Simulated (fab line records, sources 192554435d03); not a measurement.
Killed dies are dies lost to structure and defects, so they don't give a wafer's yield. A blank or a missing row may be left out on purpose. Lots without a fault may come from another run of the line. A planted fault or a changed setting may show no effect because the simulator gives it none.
Split-lot experiment | flow n5_finfet | 7 lots, 21 wafers read, on a route of 1938 steps

THE SPLIT
At N5_PASSIVATION_PECVD_35 (deposits SiNx from SiH4/NH3/N2, target thk 700 nm, time 151.3 s), the setting time_s was moved away from the recipe's 151.3 s on 9 of the 21 wafers read, by -14.0% to +13.0%. The other wafers ran this setting at the recipe's value.

The reading is taken at the split's own step.

THE READING
SiNx_of_PASSIVATION_PECVD_35.thk_nm (the simulator's own value, which no gauge read), in nm, at N5_PASSIVATION_PECVD_35 (deposits SiNx from SiH4/NH3/N2, target thk 700 nm, time 151.3 s). The file gives no usual value for it. The 12 wafers here that ran the recipe average 697.9 nm, standard deviation 12 nm.

wafer  | tool, chamber at the split | time_s as run, s | against the recipe | SiNx_of_PASSIVATION_PECVD_35.thk_nm, nm | against lot-mates on the recipe
L075.1 | pecvd-03, 2                | 151.3            | recipe             | 680.4                                   | -
L075.4 | pecvd-03, 2                | 151.3            | recipe             | 689.4                                   | -
L075.5 | pecvd-03, 0                | 151.3            | recipe             | 691.8                                   | -
L077.4 | pecvd-02, 1                | 151.3            | recipe             | 713.8                                   | -
L077.5 | pecvd-02, 2                | 168.4            | +11.3%             | 774.6                                   | +63.0
L077.6 | pecvd-02, 0                | 151.3            | recipe             | 709.4                                   | -
L079.1 | pecvd-01, 0                | 151.3            | recipe             | 693.4                                   | -
L079.4 | pecvd-01, 0                | 159.4            | +5.4%              | 741.8                                   | +48.4
L079.6 | pecvd-01, 2                | 159.4            | +5.4%              | 742.8                                   | +49.4
L082.3 | pecvd-01, 0                | 130.1            | -14.0%             | 599                                     | -112.6
L082.4 | pecvd-01, 2                | 130.1            | -14.0%             | 612.8                                   | -98.8
L082.5 | pecvd-01, 0                | 151.3            | recipe             | 711.6                                   | -
L085.3 | pecvd-03, 1                | 170.9            | +13.0%             | 782.2                                   | +74.6
L085.5 | pecvd-03, 0                | 170.9            | +13.0%             | 796.8                                   | +89.2
L085.6 | pecvd-03, 2                | 151.3            | recipe             | 707.6                                   | -
L086.2 | pecvd-03, 1                | 151.3            | recipe             | 678.6                                   | -
L086.4 | pecvd-03, 1                | 136.5            | -9.8%              | 619.6                                   | -63.7
L086.6 | pecvd-03, 0                | 151.3            | recipe             | 688                                     | -
L092.3 | pecvd-01, 2                | 165.3            | +9.3%              | 768.2                                   | +62.7
L092.4 | pecvd-01, 1                | 151.3            | recipe             | 703.8                                   | -
L092.5 | pecvd-01, 2                | 151.3            | recipe             | 707.2                                   | -

THE FIT
A straight line over all 21 wafers: SiNx_of_PASSIVATION_PECVD_35.thk_nm changes by +7.03 nm for each +1% of time_s; r = +0.98; the points scatter about the line by 11 nm.
The same after taking each lot's own level away (the mean of its wafers on the recipe; 21 wafers): +6.89 nm for each +1%; r = +0.99; scatter 7.7 nm.
On that fit, the largest move of time_s shifts the reading by 97 nm.
The lots' own levels span 683.30 to 711.60 nm, that is 2.4 times the standard deviation above.
So the lot-to-lot level changes the slope little: the two slopes agree.
Check: with one of the wafers moved furthest among these (-14.0%) left out of the fit, the line predicts -92.4 nm for it against its lot-mates. It came out at -113 nm against them.

OTHER SPLITS ON THESE WAFERS
These wafers also went through other splits before the reading. Each is held against what the fit with the lots' levels taken away leaves over:
other split on the same wafers   | wafers away from the commonest value | r with SiNx_of_PASSIVATION_PECVD_35.thk_nm (lot level and that fit taken away)
N5_BEOL_M14_EXPOSE_25 dose_mj    | 5                                    | -0.19
N5_BEOL_M14_DESCUM_33 time_s     | 5                                    | +0.30
N5_BEOL_M15_ETCH_59 time_s       | 9                                    | -0.08
N5_BEOL_M15_COAT_60 spin_rpm     | 4                                    | -0.62
N5_PASSIVATION_EXPOSE_07 dose_mj | 8                                    | +0.05
N5_PASSIVATION_DESCUM_12 time_s  | 6                                    | -0.18

THE FILE'S OWN FIT
SiNx_of_PASSIVATION_PECVD_35.thk_nm changes by +6.72 nm for each +1% of time_s, r = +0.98.
